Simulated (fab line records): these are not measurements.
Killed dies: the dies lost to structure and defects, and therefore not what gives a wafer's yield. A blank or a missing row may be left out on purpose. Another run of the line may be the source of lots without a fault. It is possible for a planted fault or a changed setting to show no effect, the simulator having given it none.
One fault seen from 2 desks    flow nand-harc    numbers are kept per desk, each desk with only its own; the story behind them comes last

## FOR THE TOOL OWNER'S DESK: pvd-sputter-03
The tool's own readings at NHARC_P_CONTACT_PVD_32 (deposits Ti, target thk 5 nm, time 17.7 s): means of the sampled wafers that have a number, for each lot that ran on this tool. Any lot whose mean is over 4 standard deviations away from the usual mean is out of limits and marked OUT; that distance is given in the brackets.
Columns: A = throttle-valve-pct at NHARC_P_CONTACT_PVD_32, usual 29.9 %
lot   first seen here  A
L391  day 6 09:17      30.0
L392  day 6 17:26      30.0
L395  day 7 06:56      30.1
L396  day 7 23:49      29.6
L397  day 8 04:24      30.4
L398  day 8 08:32      30.5
L399  day 9 09:47      30.6
L402  day 9 14:14      30.4
L406  day 10 03:13     29.6
L410  day 11 04:09     29.8
L411  day 11 13:35     29.9
This desk found nothing out of limits on any of the 11 lots.

## AT THE METROLOGY DESK
What the gauges read, lot by lot, whatever tool the lot ran on: means of the sampled wafers that have a number. Any lot whose mean is over 4 standard deviations away from the usual mean is out of limits and marked OUT; that distance is given in the brackets.
Columns: A = overlay-x-nm at NHARC_HYBRID_BOND_OVL_MEAS_05, usual 0 nm; B = overlay-y-nm at NHARC_HYBRID_BOND_OVL_MEAS_05, usual 3 nm
lot   first seen here  A    B
L391  day 18 18:23     48   -9
L393  day 18 18:23     14   6
L392  day 19 20:48     32   14
L395  day 20 06:34     32   -1
L397  day 20 22:41     -12  26
L396  day 21 05:11     -12  19
L398  day 21 05:11     2    5
L400  day 22 18:43     -3   0
L399  day 23 01:07     -35  21
L402  day 23 01:07     -19  -2
L406  day 23 20:59     1    22
L410  day 24 06:40     -9   -24
L411  day 24 21:59     -17  -11
This desk found nothing out of limits on any of the 13 lots.

## PUT TOGETHER
Nothing out of limits was seen by the tool owner's desk.
The metrology desk saw nothing out of limits.

## WHAT WAS PUT IN BY THE SIMULATOR
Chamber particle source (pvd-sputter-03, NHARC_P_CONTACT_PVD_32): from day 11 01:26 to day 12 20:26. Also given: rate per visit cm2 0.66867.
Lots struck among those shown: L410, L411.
